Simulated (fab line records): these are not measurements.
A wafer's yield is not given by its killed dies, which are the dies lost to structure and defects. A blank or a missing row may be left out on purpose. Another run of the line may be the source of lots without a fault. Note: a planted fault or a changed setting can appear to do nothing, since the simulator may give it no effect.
Which of the tools did it? | flow nandHarc | Sampling: 15 lots, 44 wafers, 4 of 1159 route steps

## WHAT THE GAUGES READ, wafer by wafer
Not one reading of a measure or inspect step in the record can be checked against a usual standard deviation.

## WHICH TOOL RAN EACH LOT (tool, then ch and the chambers of the sampled wafers, then the start)
lot  | NHARC_P_CONTACT_ETCH_31                      | NHARC_P_CONTACT_DEGAS_38    | NHARC_P_CONTACT_PVD_32                 | NHARC_P_CONTACT_ALD_22
L403 | rieDiel-06 ch 1,2,3, day 5 17:11 or earlier  | pvdSputter-02, day 5 17:11  | pvdSputter-02, day 5 17:26 or earlier  | aldMetal-03 ch 0,3, day 5 17:26
L405 | rieDiel-09 ch 1,2,3, day 6 00:08 or earlier  | pvdSputter-01, day 6 00:08  | pvdSputter-01, day 6 00:22 or earlier  | aldMetal-02 ch 0,1,3, day 6 00:22
L404 | rieDiel-06 ch 0,2,3, day 6 00:17 or earlier  | pvdSputter-02, day 6 00:17  | pvdSputter-02, day 6 00:31 or earlier  | aldMetal-01 ch 1,2,3, day 6 00:31
L406 | rieDiel-06 ch 1,2, day 6 14:02 or earlier    | pvdSputter-01, day 6 14:02  | pvdSputter-01, day 6 14:16 or earlier  | aldMetal-02 ch 1,2, day 6 14:16
L407 | rieDiel-09 ch 2,3, day 6 21:40 or earlier    | pvdSputter-03, day 6 21:40  | pvdSputter-03, day 6 21:58 or earlier  | aldMetal-02 ch 1,2,3, day 6 21:58
L408 | rieDiel-08 ch 1,2,3, day 6 22:08 or earlier  | pvdSputter-03, day 6 22:08  | pvdSputter-03, day 6 22:24 or earlier  | aldMetal-03 ch 1,2,3, day 6 22:24
L409 | rieDiel-09 ch 0,2, day 7 08:10 or earlier    | pvdSputter-01, day 7 08:10  | pvdSputter-01, day 7 08:23 or earlier  | aldMetal-01 ch 1,3, day 7 08:23
L410 | rieDiel-06 ch 1,2,3, day 7 12:23 or earlier  | pvdSputter-02, day 7 12:23  | pvdSputter-02, day 7 12:39 or earlier  | aldMetal-02 ch 0,1,3, day 7 12:39
L412 | rieDiel-09 ch 0,1, day 7 20:41 or earlier    | pvdSputter-03, day 7 20:41  | pvdSputter-03, day 7 20:55 or earlier  | aldMetal-02 ch 2,3, day 7 20:55
L411 | rieDiel-06 ch 2,3, day 7 21:22 or earlier    | pvdSputter-03, day 7 21:22  | pvdSputter-03, day 7 21:38 or earlier  | aldMetal-03 ch 0,1,2, day 7 21:38
L413 | rieDiel-06 ch 0,1,2, day 8 13:58 or earlier  | pvdSputter-01, day 8 13:58  | pvdSputter-01, day 8 14:16 or earlier  | aldMetal-01 ch 1,2,3, day 8 14:16
L415 | rieDiel-06 ch 1,3, day 8 21:08 or earlier    | pvdSputter-03, day 8 21:08  | pvdSputter-03, day 8 21:25 or earlier  | aldMetal-01 ch 1,2,3, day 8 21:25
L416 | rieDiel-09 ch 1,3, day 9 02:27 or earlier    | pvdSputter-02, day 9 02:27  | pvdSputter-02, day 9 02:41 or earlier  | aldMetal-01 ch 0,2, day 9 02:41
L420 | rieDiel-06 ch 1,2, day 9 17:25 or earlier    | pvdSputter-01, day 9 17:25  | pvdSputter-01, day 9 17:43 or earlier  | aldMetal-01 ch 0,1,3, day 9 17:43
L426 | rieDiel-09 ch 1,2,3, day 10 23:53 or earlier | pvdSputter-02, day 10 23:53 | pvdSputter-02, day 11 00:08 or earlier | aldMetal-02 ch 2,3, day 11 00:08
- NHARC_P_CONTACT_ETCH_31: etches the open film in CH3F/O2, target depth 30 nm, time 85.7 s.
- NHARC_P_CONTACT_DEGAS_38: time 60 s.
- NHARC_P_CONTACT_PVD_32: deposits Ti, target thk 5 nm, time 17.7 s.
- NHARC_P_CONTACT_ALD_22: deposits TiN, target thk 3 nm, pulse time 1 s, ald cycles 150.

## WHAT THE TOOLS THEMSELVES READ (means of the sampled wafers that have a number; where no wafer has one, the mark that the record gives instead)
NHARC_P_CONTACT_ETCH_31.
lot  | tool       | biasW (W) | drypumpMotorCurrentA (A) | oesProductAu (a.u.) | rfVppV (V) | showerheadPlenumPTorr (Torr) | throttleValvePct (%)
L403 | rieDiel-06 | 100.32    | 6.2                      | 0.979               | 243.5      | 2.45                         | 20.653
L405 | rieDiel-09 | 99.92     | 5.6                      | 0.985               | 244.1      | 2.47                         | 20.666
L404 | rieDiel-06 | 100.29    | 6.0                      | 0.973               | 244.8      | 2.50                         | 20.668
L406 | rieDiel-06 | 99.98     | 6.1                      | 0.983               | 245.1      | 2.54                         | 20.665
L407 | rieDiel-09 | 100.26    | 5.6                      | 0.999               | 243.4      | 2.43                         | 20.664
L408 | rieDiel-08 | 99.97     | 5.7                      | 0.964               | 244.7      | 2.46                         | 20.654
L409 | rieDiel-09 | 100.23    | 5.6                      | 0.991               | 246.5      | 2.59                         | 20.668
L410 | rieDiel-06 | 100.33    | 6.1                      | 0.995               | 243.3      | 2.45                         | 20.667
L412 | rieDiel-09 | 99.84     | 5.5                      | 0.977               | 244.8      | 2.51                         | 20.660
L411 | rieDiel-06 | 100.26    | 6.3                      | 0.981               | 245.0      | 2.48                         | 20.660
L413 | rieDiel-06 | 100.20    | 5.7                      | 0.985               | 245.8      | 2.55                         | 20.659
L415 | rieDiel-06 | 99.78     | 5.9                      | 0.980               | 243.1      | 2.41                         | 20.661
L416 | rieDiel-09 | 100.40    | 5.5                      | 0.992               | 242.7      | 2.39                         | 20.670
L420 | rieDiel-06 | 100.18    | 5.8                      | 0.987               | 243.9      | 2.50                         | 20.681
L426 | rieDiel-09 | 99.95     | 5.6                      | 0.986               | 245.0      | 2.46                         | 20.664

NHARC_P_CONTACT_DEGAS_38.
lot  | tool          | heaterPowerW (W)
L403 | pvdSputter-02 | 493
L405 | pvdSputter-01 | 450
L404 | pvdSputter-02 | 454
L406 | pvdSputter-01 | 452
L407 | pvdSputter-03 | 438
L408 | pvdSputter-03 | 437
L409 | pvdSputter-01 | 463
L410 | pvdSputter-02 | 480
L412 | pvdSputter-03 | 441
L411 | pvdSputter-03 | 445
L413 | pvdSputter-01 | 457
L415 | pvdSputter-03 | 431
L416 | pvdSputter-02 | 503
L420 | pvdSputter-01 | 465
L426 | pvdSputter-02 | 461

NHARC_P_CONTACT_PVD_32.
lot  | tool          | throttleValvePct (%)
L403 | pvdSputter-02 | 30.1
L405 | pvdSputter-01 | 30.2
L404 | pvdSputter-02 | 29.9
L406 | pvdSputter-01 | 30.3
L407 | pvdSputter-03 | 29.3
L408 | pvdSputter-03 | 29.3
L409 | pvdSputter-01 | 30.5
L410 | pvdSputter-02 | 29.9
L412 | pvdSputter-03 | 29.2
L411 | pvdSputter-03 | 29.3
L413 | pvdSputter-01 | 29.9
L415 | pvdSputter-03 | 28.9
L416 | pvdSputter-02 | 30.3
L420 | pvdSputter-01 | 30.3
L426 | pvdSputter-02 | 30.4

NHARC_P_CONTACT_ALD_22.
lot  | tool        | heaterPowerW (W) | precursorPulseHeightRel
L403 | aldMetal-03 | 1108             | 0.991
L405 | aldMetal-02 | 1041             | 0.999
L404 | aldMetal-01 | 1154             | 0.989
L406 | aldMetal-02 | 948              | 1.001
L407 | aldMetal-02 | 1014             | 1.003
L408 | aldMetal-03 | 1069             | 0.984
L409 | aldMetal-01 | 1173             | 0.980
L410 | aldMetal-02 | 1036             | 1.024
L412 | aldMetal-02 | 1095             | 1.011
L411 | aldMetal-03 | 1147             | 0.987
L413 | aldMetal-01 | 1156             | 0.998
L415 | aldMetal-01 | 1152             | 1.003
L416 | aldMetal-01 | 1084             | 1.010
L420 | aldMetal-01 | 1150             | 0.984
L426 | aldMetal-02 | 1054             | 1.014

## THE ANSWER, worked out from the rows above alone
Rule: usual is defined by the lots themselves. Put in order of their means at a reading, lots are off if they are a third of the lots or fewer, leave a main group of 4 or more, and stand apart from it by a gap of 3 or more times the standard deviation of the main group's means; of several such gaps the widest counts. Not used: any main group whose means are identical at the precision the tables above print for the reading. A lot without any number at a reading at which 4 lots or more have one is off too. Where the step has rows for the other lots, those lots are counted as sound. The gauges are gone through in route order, then the tools' own readings, and for those a lot's mean is taken as printed above. At the first step where some lot is off, the reading lying furthest off is the one used; lots without a number count as furthest.
No lot is off on any of the readings shown, so nothing can be concluded from this.

## WHAT THE SIMULATOR HAD PUT IN
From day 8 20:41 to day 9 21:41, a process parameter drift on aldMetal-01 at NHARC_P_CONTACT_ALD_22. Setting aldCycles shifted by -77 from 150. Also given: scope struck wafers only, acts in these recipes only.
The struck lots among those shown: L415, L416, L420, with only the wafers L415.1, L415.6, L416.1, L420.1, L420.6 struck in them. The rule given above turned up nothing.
